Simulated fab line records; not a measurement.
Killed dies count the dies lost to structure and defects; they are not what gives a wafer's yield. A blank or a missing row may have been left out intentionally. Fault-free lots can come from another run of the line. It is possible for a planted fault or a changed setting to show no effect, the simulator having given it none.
Chamber matching    flow nand harc    pecvd-02 running NHARC_A_SGD_CUT_DEP_00: 3 sister chambers
The step deposits SiNx, target thk 50 nm. 3 wafers are shown with their chamber, then 12 later ones without.

## WAFERS PAIRED WITH THEIR CHAMBERS
wafer   chamber  heater power w (W)
L089.1  1        765
L092.5  2        582
L092.6  0        614

## WAFERS WITHOUT THEIR CHAMBER
wafer   heater power w (W)
L093.2  605
L093.3  646
L093.6  636
L094.1  756
L094.4  761
L094.6  586
L095.3  617
L095.5  650
L095.6  548
L097.2  610
L097.3  724
L097.4  722

## CHAMBER TAKEN BY EACH
wafer   from the rows above      in truth
L093.2  can't be placed: 0 or 2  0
L093.3  can't be placed: 0 or 2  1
L093.6  can't be placed: 0 or 2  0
L094.1  1                        1
L094.4  1                        1
L094.6  can't be placed: 2 or 0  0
L095.3  can't be placed: 0 or 2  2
L095.5  can't be placed: 0 or 2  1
L095.6  can't be placed: 2 or 0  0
L097.2  can't be placed: 0 or 2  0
L097.3  1                        1
L097.4  1                        1
Placed correctly: 4 of 12. These rows do not allow placing 8 (true chamber among the candidates in 6). Placed wrongly: 0.
How it was worked out, from the rows above alone: a wafer's distance from a chamber is the root of the sum, over the readings, of the square of ((its reading less the chamber's mean) divided by the reading's scatter). If the next closest chamber is less than 2 further off than the closest, the wafer can't be placed; otherwise it belongs to the closest. The mean given for a chamber averages the wafers shown for that chamber. The scatter: with one shown wafer a chamber, the root of the mean of the squares of how far each hidden wafer lies from its nearest shown one.
